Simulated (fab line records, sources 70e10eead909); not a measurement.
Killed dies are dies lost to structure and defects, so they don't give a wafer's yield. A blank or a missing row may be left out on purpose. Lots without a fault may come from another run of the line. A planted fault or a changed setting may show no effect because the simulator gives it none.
Chamber matching | flow nand_harc | NHARC_A_STAIRCASE_DEP_322 on pecvd-04: 3 sister chambers
The step deposits SiO2, target thk 3800 nm. 3 wafers are shown with their chamber, then 8 later ones without.

WAFERS WITH THEIR CHAMBER
wafer  | chamber | mfc_precursor_sccm (sccm)
L083.1 | 2       | 200.0
L081.2 | 0       | 201.4
L086.1 | 1       | 199.4

WAFERS WITHOUT THEIR CHAMBER
wafer  | mfc_precursor_sccm (sccm)
L086.3 | 199.6
L086.6 | 200.1
L092.1 | 201.1
L092.3 | 199.9
L092.5 | 200.7
L094.2 | 199.7
L094.3 | 199.7
L094.4 | 200.3

WHICH CHAMBER EACH WENT THROUGH
wafer  | from the rows above          | in truth
L086.3 | can't be placed: 1 or 2      | 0
L086.6 | can't be placed: 2 or 1      | 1
L092.1 | 0                            | 0
L092.3 | can't be placed: 2 or 1      | 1
L092.5 | can't be placed: 2 or 0 or 1 | 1
L094.2 | can't be placed: 1 or 2      | 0
L094.3 | can't be placed: 1 or 2      | 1
L094.4 | can't be placed: 2 or 1      | 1
Placed correctly: 1 of 8. Can't be placed from these rows: 7 (the true chamber is among the candidates in 5). Placed wrongly: 0.
How it was worked out, from the rows above alone: a wafer's distance from a chamber is the root of the sum, over the readings, of the square of ((its reading less the chamber's mean) divided by the reading's scatter). The wafer belongs to the nearest chamber; if the next one is less than 2 further off, it can't be placed. A chamber's mean is the mean of its shown wafers. The scatter: with one shown wafer a chamber, the root of the mean of the squares of how far each hidden wafer lies from its nearest shown one.
